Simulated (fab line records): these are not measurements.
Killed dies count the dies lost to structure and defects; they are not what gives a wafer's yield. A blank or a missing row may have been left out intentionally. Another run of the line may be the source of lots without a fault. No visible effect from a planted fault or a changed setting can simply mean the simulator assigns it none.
8D (eight disciplines) problem report, filled in by code -- flow nand harc -- the parts of the form that need people (team, actions taken, sign-off) are left out

1. THE ISSUE
At NHARC_A_WL_FILL_ETCHBACK_17, run length s averages 39.5 s over 6 wafers from 2 lots, while fault-free wafers read 48.0 s, standard deviation 0.48. That is -18 standard deviations from the usual mean.
The step: etches the open film in Cl2/BCl3, target depth 4 nm, time 26.7 s.
The first sign was on wafer L680.1 at day 28 01:01, on rie metal-03. The record holds 42 wafers of 14 lots with a number at this step. By rule, "out" or "out of limits" means more than 4 standard deviations away from the usual mean. All remaining wafers that have a number are taken as sound.

2. WHAT IT IS AND WHAT IT IS NOT
question,is,is not
which readings at this step,run length s,"drypump motor current A, oes product au"
which lots,"L680, L683","L666, L667, L668, L669, L670, L672, L673, L674, L676, L677, L678, L685"
which wafers of those lots,all that have a number,-
read on which tools,rie metal-03,"rie metal-01, rie metal-02"
when,from day 28 01:01,up to then (33 sound wafers); but 3 sound wafers of L685 came after

3. SUSPECTS, AND WHAT RULES EACH OUT
Counting: any tool at a process step up to the reading is kept as a suspect provided that every lot that is out went through it and no sound lot did after the first of them.
- rie metal-03 at NHARC_A_WL_FILL_ETCHBACK_17 (etches the open film in Cl2/BCl3, target depth 4 nm, time 26.7 s): kept. All lots that are out passed through it, beginning with L680 at day 28 01:01, and no sound lot followed; its final sound lot before that point was L676 at day 25 17:36. Its own readings are out on those wafers: run length s.
Left after counting: rie metal-03 at NHARC_A_WL_FILL_ETCHBACK_17.

4. THE CAUSE (what the simulator had put in)
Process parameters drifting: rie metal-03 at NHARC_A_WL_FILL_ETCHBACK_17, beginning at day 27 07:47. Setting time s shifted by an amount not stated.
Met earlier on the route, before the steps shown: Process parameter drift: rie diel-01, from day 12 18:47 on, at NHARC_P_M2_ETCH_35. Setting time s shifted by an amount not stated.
Only this tool survived the counting.

5. THE CHAIN OF EFFECTS, in route order
Rows list readings where the struck wafers' mean (over those with a number) sits beyond 3 standard deviations from the usual. Only readings whose record carries a usual standard deviation are examined. hours: median over the lots of the time between each lot's start at the first step of this table that gives one and its start at this step. sigmas: the change, counted in usual standard deviations.
hours,step,reading,usual,on struck wafers,change,sigmas
0,NHARC_A_WL_FILL_ETCHBACK_17,run length s,48.0 s,39.5,-8.5,-18
It contains these process steps:
- NHARC_A_WL_FILL_ETCHBACK_17: etches the open film in Cl2/BCl3, target depth 4 nm, time 26.7 s.

6. WHAT WOULD HAVE CAUGHT IT SOONER
In this record the first reading out of limits was taken at day 28 01:01, 17 hours after the fault began at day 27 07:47.
